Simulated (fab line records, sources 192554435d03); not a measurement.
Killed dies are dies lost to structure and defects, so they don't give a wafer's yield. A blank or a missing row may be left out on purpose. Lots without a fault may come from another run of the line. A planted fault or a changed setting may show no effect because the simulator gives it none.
Which tool did it? | flow n5_finfet | 9 lots, 27 wafers sampled, at 1 step of a route of 1938

WHAT THE GAUGES READ, wafer by wafer
N5_BEOL_M0_CUTY_CD_MEAS_57: target cd 200 nm.
lot  | measured     | on        | cd_nm (nm)
L993 | day 5 19:35  | cd_sem-03 | 201.0 200.7 201.4
L996 | day 6 17:02  | cd_sem-03 | 200.2 200.3 200.1
L998 | day 7 01:44  | cd_sem-01 | 201.6 200.0 201.6
L100 | day 7 20:16  | cd_sem-02 | 201.0 200.2 201.1
L108 | day 9 19:28  | cd_sem-01 | 199.2 198.7 198.8
L110 | day 10 06:21 | cd_sem-02 | 201.2 201.7 201.4
L112 | day 10 14:53 | cd_sem-01 | 201.0 200.7 200.9
L115 | day 11 17:36 | cd_sem-03 | 199.4 200.9 200.0
L116 | day 11 22:15 | cd_sem-01 | 199.1 198.7 200.4

WHICH TOOL RAN EACH LOT (tool, then ch and the chambers of the sampled wafers, then the start)
The record holds no process step before these readings.

THE ANSWER, worked out from the rows above alone
Rule: what is usual is taken from the lots themselves. Put in order of their means at a reading, lots are off if they are a third of the lots or fewer, leave a main group of 4 or more, and stand apart from it by a gap of 3 or more times the standard deviation of the main group's means; of several such gaps the widest counts. A main group whose means are all the same, to the digits that the tables above print for the reading, isn't used. A lot without any number at a reading at which 4 lots or more have one is off too. The other lots that the step has rows for count as sound.
No lot is off at any reading shown: from this, nothing can be told.

WHAT THE SIMULATOR HAD PUT IN
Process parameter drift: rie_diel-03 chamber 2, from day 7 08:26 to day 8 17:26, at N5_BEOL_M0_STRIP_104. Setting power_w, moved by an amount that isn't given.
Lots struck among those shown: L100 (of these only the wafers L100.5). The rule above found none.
